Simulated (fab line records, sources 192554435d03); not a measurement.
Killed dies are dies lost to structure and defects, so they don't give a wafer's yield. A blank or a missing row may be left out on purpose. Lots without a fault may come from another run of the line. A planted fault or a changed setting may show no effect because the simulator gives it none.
Chamber matching | flow n5_finfet | N5_BEOL_M9_CURE_71 on uv_cure-03: 3 sister chambers
The step cures SiCOH lowk, time 240 s. 6 wafers are shown with their chamber, then 11 later ones without.

WAFERS WITH THEIR CHAMBER
wafer  | chamber | wafer_temp_C_max | lamp_power_pct (%)
L081.5 | 1       | 386.7            | 52.38
L081.6 | 1       | 386.6            | 52.27
L086.3 | 2       | 388.5            | 52.31
L086.4 | 2       | 387.4            | 52.29
L090.6 | 0       | 386.7            | 52.29
L091.1 | 0       | 386.6            | 52.34

WAFERS WITHOUT THEIR CHAMBER
wafer  | wafer_temp_C_max | lamp_power_pct (%)
L091.2 | 386.6            | 52.44
L091.4 | 385.9            | 52.33
L095.1 | 387.2            | 52.41
L095.3 | 387.3            | 52.36
L095.4 | 387.1            | 52.39
L095.2 | 386.7            | 52.31
L095.5 | 386.8            | 52.27
L095.6 | 387.0            | 52.38
L097.2 | 386.7            | 52.36
L097.3 | 385.7            | 52.34
L097.5 | 386.5            | 52.24

WHICH CHAMBER EACH WENT THROUGH
wafer  | from the rows above          | in truth
L091.2 | can't be placed: 1 or 0 or 2 | 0
L091.4 | can't be placed: 1 or 0      | 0
L095.1 | can't be placed: 1 or 0 or 2 | 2
L095.3 | can't be placed: 1 or 0 or 2 | 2
L095.4 | can't be placed: 1 or 0 or 2 | 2
L095.2 | can't be placed: 0 or 1      | 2
L095.5 | can't be placed: 0 or 1 or 2 | 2
L095.6 | can't be placed: 1 or 0 or 2 | 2
L097.2 | can't be placed: 1 or 0      | 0
L097.3 | can't be placed: 1 or 0      | 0
L097.5 | can't be placed: 0 or 1 or 2 | 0
Placed correctly: 0 of 11. Can't be placed from these rows: 11 (the true chamber is among the candidates in 10). Placed wrongly: 0.
How it was worked out, from the rows above alone: a wafer's distance from a chamber is the root of the sum, over the readings, of the square of ((its reading less the chamber's mean) divided by the reading's scatter). The wafer belongs to the nearest chamber; if the next one is less than 2 further off, it can't be placed. A chamber's mean is the mean of its shown wafers. The scatter: the root of (the sum of the squares of (reading less its chamber's mean) over the shown wafers, divided by (wafers less chambers)).
